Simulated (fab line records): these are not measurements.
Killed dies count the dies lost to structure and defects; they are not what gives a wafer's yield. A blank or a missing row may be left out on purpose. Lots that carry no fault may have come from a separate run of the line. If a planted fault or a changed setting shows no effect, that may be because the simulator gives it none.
Chamber matching :: flow nand-harc :: NHARC_A_STAIRCASE_DESCUM_312 on rie-diel-13 has 4 sister chambers
The step chemistry O2, time 3 s. 14 wafers are shown with their chamber, then 7 later ones without.

== EACH WAFER AND ITS CHAMBER ==
wafer: L077.1
chamber: 1
showerhead-plenum-p-Torr (Torr): 2.03
drypump-motor-current-A (A): 5.3
oes-product-au (a.u.): 0.995

wafer: L077.3
chamber: 2
showerhead-plenum-p-Torr (Torr): 1.89
drypump-motor-current-A (A): 5.8
oes-product-au (a.u.): 1.006

wafer: L077.4
chamber: 3
showerhead-plenum-p-Torr (Torr): 1.95
drypump-motor-current-A (A): 6.4
oes-product-au (a.u.): 1.013

wafer: L078.1
chamber: 3
showerhead-plenum-p-Torr (Torr): 1.94
drypump-motor-current-A (A): 6.4
oes-product-au (a.u.): 0.995

wafer: L078.2
chamber: 2
showerhead-plenum-p-Torr (Torr): 1.88
drypump-motor-current-A (A): 5.7
oes-product-au (a.u.): 1.000

wafer: L078.5
chamber: 3
showerhead-plenum-p-Torr (Torr): 1.94
drypump-motor-current-A (A): 6.4
oes-product-au (a.u.): 1.005

wafer: L082.1
chamber: 0
showerhead-plenum-p-Torr (Torr): 1.95
drypump-motor-current-A (A): 5.4
oes-product-au (a.u.): 1.000

wafer: L082.2
chamber: 2
showerhead-plenum-p-Torr (Torr): 1.88
drypump-motor-current-A (A): 5.7
oes-product-au (a.u.): 1.002

wafer: L082.5
chamber: 0
showerhead-plenum-p-Torr (Torr): 1.95
drypump-motor-current-A (A): 5.3
oes-product-au (a.u.): 0.999

wafer: L085.2
chamber: 3
showerhead-plenum-p-Torr (Torr): 1.94
drypump-motor-current-A (A): 6.3
oes-product-au (a.u.): 1.014

wafer: L085.4
chamber: 1
showerhead-plenum-p-Torr (Torr): 2.03
drypump-motor-current-A (A): 5.4
oes-product-au (a.u.): 0.998

wafer: L085.6
chamber: 3
showerhead-plenum-p-Torr (Torr): 1.94
drypump-motor-current-A (A): 6.3
oes-product-au (a.u.): 1.017

wafer: L084.3
chamber: 2
showerhead-plenum-p-Torr (Torr): 1.88
drypump-motor-current-A (A): 5.8
oes-product-au (a.u.): 0.999

wafer: L084.4
chamber: 1
showerhead-plenum-p-Torr (Torr): 2.03
drypump-motor-current-A (A): 5.3
oes-product-au (a.u.): 1.003

SIGNATURES (means of the wafers above)
reading: showerhead-plenum-p-Torr
chamber 0: 1.9500
chamber 1: 2.0300
chamber 2: 1.8825
chamber 3: 1.9420
scatter within a chamber: 0.00394

reading: drypump-motor-current-A
chamber 0: 5.350
chamber 1: 5.333
chamber 2: 5.750
chamber 3: 6.360
scatter within a chamber: 0.058

reading: oes-product-au
chamber 0: 0.99950
chamber 1: 0.99867
chamber 2: 1.00175
chamber 3: 1.00880
scatter within a chamber: 0.00615
Rule: a wafer lies at a distance from a chamber equal to the root of the sum of squares, over the readings, of (its reading less the chamber's mean, divided by the reading's scatter). The wafer belongs to the nearest chamber; if the next one is less than 2 further off, it can't be placed. How the scatter is found: for the shown wafers, subtract from each reading the mean of its chamber, square and add these, divide the total by (wafers less chambers), then take the root.

== WAFERS WITHOUT THEIR CHAMBER ==
wafer: L084.5
showerhead-plenum-p-Torr (Torr): 1.94
drypump-motor-current-A (A): 5.4
oes-product-au (a.u.): 0.990

wafer: L088.1
showerhead-plenum-p-Torr (Torr): 1.94
drypump-motor-current-A (A): 5.4
oes-product-au (a.u.): 0.987

wafer: L088.5
showerhead-plenum-p-Torr (Torr): 1.94
drypump-motor-current-A (A): 5.4
oes-product-au (a.u.): 0.986

wafer: L088.6
showerhead-plenum-p-Torr (Torr): 2.02
drypump-motor-current-A (A): 5.3
oes-product-au (a.u.): 0.999

wafer: L096.3
showerhead-plenum-p-Torr (Torr): 1.87
drypump-motor-current-A (A): 5.7
oes-product-au (a.u.): 1.002

wafer: L096.4
showerhead-plenum-p-Torr (Torr): 1.93
drypump-motor-current-A (A): 5.3
oes-product-au (a.u.): 0.994

wafer: L096.5
showerhead-plenum-p-Torr (Torr): 1.87
drypump-motor-current-A (A): 5.7
oes-product-au (a.u.): 1.011

== CHAMBER TAKEN BY EACH ==
wafer: L084.5
from the rows above: 0
in truth: 0

wafer: L088.1
from the rows above: 0
in truth: 0

wafer: L088.5
from the rows above: 0
in truth: 0

wafer: L088.6
from the rows above: 1
in truth: 1

wafer: L096.3
from the rows above: 2
in truth: 2

wafer: L096.4
from the rows above: 0
in truth: 0

wafer: L096.5
from the rows above: 2
in truth: 2
Correct placement for 7 of the 7. Number that these rows cannot place: 0. 0 placed wrongly.
